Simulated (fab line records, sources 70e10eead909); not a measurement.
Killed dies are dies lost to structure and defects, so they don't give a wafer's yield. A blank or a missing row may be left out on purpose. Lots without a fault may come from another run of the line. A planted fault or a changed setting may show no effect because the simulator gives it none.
Chamber matching | flow nand_harc | NHARC_A_CONTACT_ETCH_96 on rie_diel-07: 4 sister chambers
The step etches the open film in C4F6/O2, target depth 20 nm, time 10 s. 16 wafers are shown with their chamber, then 7 later ones without.

WAFERS WITH THEIR CHAMBER
wafer  | chamber | drypump_motor_current_A (A) | showerhead_plenum_p_Torr (Torr) | run_length_s (s)
L160.2 | 2       | 5.5                         | 3.64                            | 30.6
L160.4 | 3       | 6.1                         | 3.66                            | 31.5
L160.6 | 1       | 5.7                         | 4.00                            | 31.2
L161.1 | 1       | 5.8                         | 4.00                            | 31.4
L161.3 | 3       | 6.1                         | 3.66                            | 31.8
L161.5 | 1       | 5.7                         | 4.00                            | 31.3
L159.1 | 0       | 5.0                         | 4.13                            | 31.3
L159.4 | 1       | 5.7                         | 4.00                            | 31.4
L159.6 | 3       | 6.1                         | 3.66                            | 31.2
L163.3 | 1       | 5.7                         | 4.00                            | 31.5
L163.4 | 0       | 5.0                         | 4.13                            | 31.1
L163.5 | 3       | 6.1                         | 3.66                            | 31.2
L165.5 | 2       | 5.6                         | 4.23                            | 30.8
L165.6 | 3       | 6.1                         | 3.65                            | 31.9
L167.3 | 0       | 5.1                         | 4.13                            | 31.4
L166.2 | 3       | 6.1                         | 3.65                            | 31.3

SIGNATURES (means of the wafers above)
reading                  | chamber 0 | chamber 1 | chamber 2 | chamber 3 | scatter within a chamber
drypump_motor_current_A  | 5.033     | 5.720     | 5.550     | 6.100     | 0.0405
showerhead_plenum_p_Torr | 4.1300    | 4.0000    | 3.9350    | 3.6567    | 0.12
run_length_s             | 31.267    | 31.360    | 30.700    | 31.483    | 0.221
Rule: a wafer's distance from a chamber is the root of the sum, over the readings, of the square of ((its reading less the chamber's mean) divided by the reading's scatter). The wafer belongs to the nearest chamber; if the next one is less than 2 further off, it can't be placed. The scatter: the root of (the sum of the squares of (reading less its chamber's mean) over the shown wafers, divided by (wafers less chambers)).

WAFERS WITHOUT THEIR CHAMBER
wafer  | drypump_motor_current_A (A) | showerhead_plenum_p_Torr (Torr) | run_length_s (s)
L166.3 | 5.7                         | 4.00                            | 31.2
L175.2 | 5.5                         | 4.22                            | 31.0
L175.5 | 5.5                         | 4.22                            | 30.7
L175.6 | 5.7                         | 3.99                            | 31.4
L178.1 | 6.1                         | 3.65                            | 31.4
L178.2 | 5.5                         | 4.22                            | 30.8
L178.4 | 5.0                         | 4.12                            | 31.7

WHICH CHAMBER EACH WENT THROUGH
wafer  | from the rows above | in truth
L166.3 | 1                   | 1
L175.2 | 2                   | 2
L175.5 | 2                   | 2
L175.6 | 1                   | 1
L178.1 | 3                   | 3
L178.2 | 2                   | 2
L178.4 | 0                   | 0
Placed correctly: 7 of 7. Can't be placed from these rows: 0. Placed wrongly: 0.
